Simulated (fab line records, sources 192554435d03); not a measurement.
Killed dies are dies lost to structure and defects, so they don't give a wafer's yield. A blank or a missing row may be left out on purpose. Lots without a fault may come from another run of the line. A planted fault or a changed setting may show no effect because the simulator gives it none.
Which tool did it? | flow n5_finfet | 24 lots, 72 wafers sampled, at 2 steps of a route of 1938

WHAT THE GAUGES READ, wafer by wafer
N5_BEOL_M3_INSPECT_13: inspects for defects (brightfield). Usual: raw_defect_count 412, standard deviation 88.
lot  | measured     | on                | raw_defect_count | flag
L074 | day 7 00:29  | defect_inspect-01 | 381 390 534      |
L075 | day 7 04:08  | defect_inspect-01 | 393 338 461      |
L076 | day 7 05:04  | defect_inspect-01 | 354 501 606      |
L077 | day 7 21:19  | defect_inspect-01 | 561 578 367      |
L079 | day 8 07:07  | defect_inspect-01 | 423 424 389      |
L078 | day 8 07:20  | defect_inspect-01 | 342 305 341      |
L080 | day 9 00:01  | defect_inspect-01 | 349 357 313      |
L081 | day 9 00:16  | defect_inspect-02 | 311 447 451      |
L083 | day 9 03:52  | defect_inspect-02 | 328 347 464      |
L082 | day 9 07:46  | defect_inspect-02 | 392 369 427      |
L084 | day 9 09:05  | defect_inspect-02 | 512 356 320      |
L085 | day 9 13:33  | defect_inspect-01 | 491 423 278      |
L088 | day 10 04:29 | defect_inspect-02 | 361 353 491      |
L086 | day 10 08:55 | defect_inspect-02 | 369 341 310      |
L087 | day 10 14:47 | defect_inspect-02 | 381 386 437      |
L089 | day 10 23:27 | defect_inspect-01 | 366 458 357      |
L090 | day 11 02:16 | defect_inspect-02 | 296 300 296      |
L092 | day 11 06:19 | defect_inspect-02 | 453 410 387      |
L091 | day 11 06:42 | defect_inspect-01 | 395 494 533      |
L093 | day 11 18:56 | defect_inspect-02 | 467 495 522      |
L095 | day 11 19:43 | defect_inspect-02 | 397 491 404      |
L094 | day 11 23:51 | defect_inspect-01 | 322 246 418      |
L096 | day 12 17:40 | defect_inspect-01 | 304 441 327      |
L097 | day 13 02:11 | defect_inspect-01 | 440 284 444      |

N5_BEOL_M3_INSPECT_30: inspects for defects (brightfield). Usual: raw_defect_count 420, standard deviation 92.
lot  | measured     | on                | raw_defect_count | flag
L074 | day 7 01:21  | defect_inspect-01 | 359 357 551      |
L075 | day 7 05:09  | defect_inspect-01 | 376 339 479      |
L076 | day 7 05:56  | defect_inspect-01 | 349 511 596      |
L077 | day 7 22:16  | defect_inspect-02 | 589 610 424      |
L079 | day 8 08:05  | defect_inspect-02 | 439 462 407      |
L078 | day 8 08:16  | defect_inspect-02 | 375 338 398      |
L080 | day 9 01:01  | defect_inspect-02 | 360 383 347      |
L081 | day 9 01:08  | defect_inspect-01 | 285 432 461      |
L083 | day 9 04:52  | defect_inspect-02 | 342 358 450      |
L082 | day 9 08:39  | defect_inspect-02 | 404 377 433      |
L084 | day 9 09:58  | defect_inspect-02 | 510 357 335      |
L085 | day 9 14:25  | defect_inspect-02 | 531 465 292      |
L088 | day 10 05:27 | defect_inspect-01 | 361 324 490      |
L086 | day 10 09:59 | defect_inspect-02 | 338 334 315      |
L087 | day 10 16:06 | defect_inspect-02 | 406 383 427      |
L089 | day 11 00:27 | defect_inspect-02 | 415 490 363      |
L090 | day 11 03:08 | defect_inspect-01 | 254 305 292      |
L092 | day 11 07:18 | defect_inspect-01 | 442 379 380      |
L091 | day 11 07:34 | defect_inspect-02 | 423 545 574      |
L093 | day 11 20:19 | defect_inspect-02 | 487 517 522      |
L095 | day 11 21:01 | defect_inspect-01 | 352 472 372      |
L094 | day 12 00:50 | defect_inspect-02 | 366 292 429      |
L096 | day 12 18:51 | defect_inspect-01 | 301 439 346      |
L097 | day 13 04:08 | defect_inspect-01 | 438 282 447      |

WHICH TOOL RAN EACH LOT (tool, then ch and the chambers of the sampled wafers, then the start)
The record holds no process step before these readings.

WHAT THE TOOLS THEMSELVES READ (means of the sampled wafers that have a number; where no wafer has one, the mark that the record gives instead)
The record holds no such reading with a usual standard deviation.

THE ANSWER, worked out from the rows above alone
Rule: a lot is off if the mean of its wafers that have a number lies more than 3 standard deviations from the usual mean. A lot without any number at a reading at which 4 lots or more have one is off too. The other lots that the step has rows for count as sound. The gauges are gone through in route order, then the tools' own readings, and for those a lot's mean is taken as printed above. The first step at which some lot is off is used, and at that step the reading that is off furthest; a lot without a number counts as furthest.
No lot is off at any reading shown: from this, nothing can be told.

WHAT THE SIMULATOR HAD PUT IN
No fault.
